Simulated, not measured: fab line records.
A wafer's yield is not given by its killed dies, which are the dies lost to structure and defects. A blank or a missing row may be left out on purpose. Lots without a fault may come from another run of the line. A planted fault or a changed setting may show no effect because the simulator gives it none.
Shared-tool check -- flow nand_harc -- Sampled: 5 lots, 15 wafers

THE REASON FOR OPENING IT
Flagged at NHARC_END_SORT_01: reading killed_at_periphery, on 3 of 5 lots. Fault-free wafers read 3.2, with a standard deviation of 2.7.
Rule: a lot gets a flag if all its wafers with a number sit over 4 standard deviations from that mean, or if no wafer of it has a number. The other lots count as sound.

lot,measured,on,"killed_at_periphery, wafer by wafer",flag
L928,day 29 22:45,prober-01,627 624 635,FLAGGED
L927,day 30 03:25,prober-02,630 611 634,FLAGGED
L929,day 31 14:59,prober-01,614 607 601,FLAGGED
L933,day 32 01:05,prober-01,2 1 4,
L932,day 32 08:07,prober-01,1 1 4,
On average the flagged lots read 620.3, which is +617.1 against the usual, or +99 or more standard deviations.

WHICH TOOL RAN EACH LOT
4 process steps preceding the reading are held in the record, out of 1302 steps in the route. Cell contents, in order: the tool; ch with the chambers the sampled wafers went through; the start.
lot,flag,NHARC_P_GATE_RTA_82,NHARC_P_CONTACT_ETCH_35,NHARC_P_CONTACT_STRIP_28,NHARC_P_CONTACT_DEGAS_38
L928,FLAGGED,"rtp_anneal-02 ch 0, day 11 20:03","rie_diel-13 ch 0,2, day 11 22:08","rie_diel-07 ch 1,3, day 11 23:00","pvd_sputter-02, day 11 23:38"
L927,FLAGGED,"rtp_anneal-02 ch 0, day 11 19:18","rie_diel-07 ch 1,3, day 11 21:36","rie_diel-01 ch 0,3, day 11 22:28","pvd_sputter-03, day 11 23:06"
L929,FLAGGED,"rtp_anneal-02 ch 0, day 12 11:11","rie_diel-01 ch 1,2,3, day 12 13:08","rie_diel-13 ch 1,2, day 12 13:59","pvd_sputter-03, day 12 14:40"
L933,,"rtp_anneal-01 ch 0, day 14 04:43","rie_diel-13 ch 1,3, day 14 06:53","rie_diel-07 ch 0,1,3, day 14 07:47","pvd_sputter-02, day 14 08:23"
L932,,"rtp_anneal-02 ch 0, day 13 17:20","rie_diel-13 ch 0,3, day 13 19:25","rie_diel-01 ch 0,1,2, day 13 20:16","pvd_sputter-02, day 13 20:55"
These steps, and what they do:
- NHARC_P_GATE_RTA_82: time 30 s.
- NHARC_P_CONTACT_ETCH_35: etches the open film in CF4, target depth 39 nm, time 65 s.
- NHARC_P_CONTACT_STRIP_28: strips in O2.
- NHARC_P_CONTACT_DEGAS_38: time 60 s.
- NHARC_END_SORT_01

FLAGGED OVER TOTAL, TOOL BY TOOL (the gauges that took the reading come last)
step,tool,lots run,flagged,share of the flagged lots,sound lots run after its first flagged lot
NHARC_P_GATE_RTA_82,rtp_anneal-01,1,0,none,-
NHARC_P_GATE_RTA_82,rtp_anneal-02,4,3,all,1 (L932)
NHARC_P_CONTACT_ETCH_35,rie_diel-01,1,1,some,0
NHARC_P_CONTACT_ETCH_35,rie_diel-07,1,1,some,0
NHARC_P_CONTACT_ETCH_35,rie_diel-13,3,1,some,"2 (L932,L933)"
NHARC_P_CONTACT_STRIP_28,rie_diel-01,2,1,some,1 (L932)
NHARC_P_CONTACT_STRIP_28,rie_diel-07,2,1,some,1 (L933)
NHARC_P_CONTACT_STRIP_28,rie_diel-13,1,1,some,0
NHARC_P_CONTACT_DEGAS_38,pvd_sputter-02,3,1,some,"2 (L932,L933)"
NHARC_P_CONTACT_DEGAS_38,pvd_sputter-03,2,2,some,0
NHARC_END_SORT_01,prober-01,4,2,some,"2 (L933,L932)"
NHARC_END_SORT_01,prober-02,1,1,some,0

WHAT THE TABLE ALLOWS
All flagged lots share 1 row of the table, namely rtp_anneal-02 at NHARC_P_GATE_RTA_82.
- rtp_anneal-02 at NHARC_P_GATE_RTA_82 ran 4 lots, 3 of them flagged. After the first flagged lot (L932), sound lots still ran on it; a lasting fault on the whole tool would not permit that.
No row of the table ran every flagged lot and no sound lot after the first.

WHAT THE SIMULATOR PUT IN
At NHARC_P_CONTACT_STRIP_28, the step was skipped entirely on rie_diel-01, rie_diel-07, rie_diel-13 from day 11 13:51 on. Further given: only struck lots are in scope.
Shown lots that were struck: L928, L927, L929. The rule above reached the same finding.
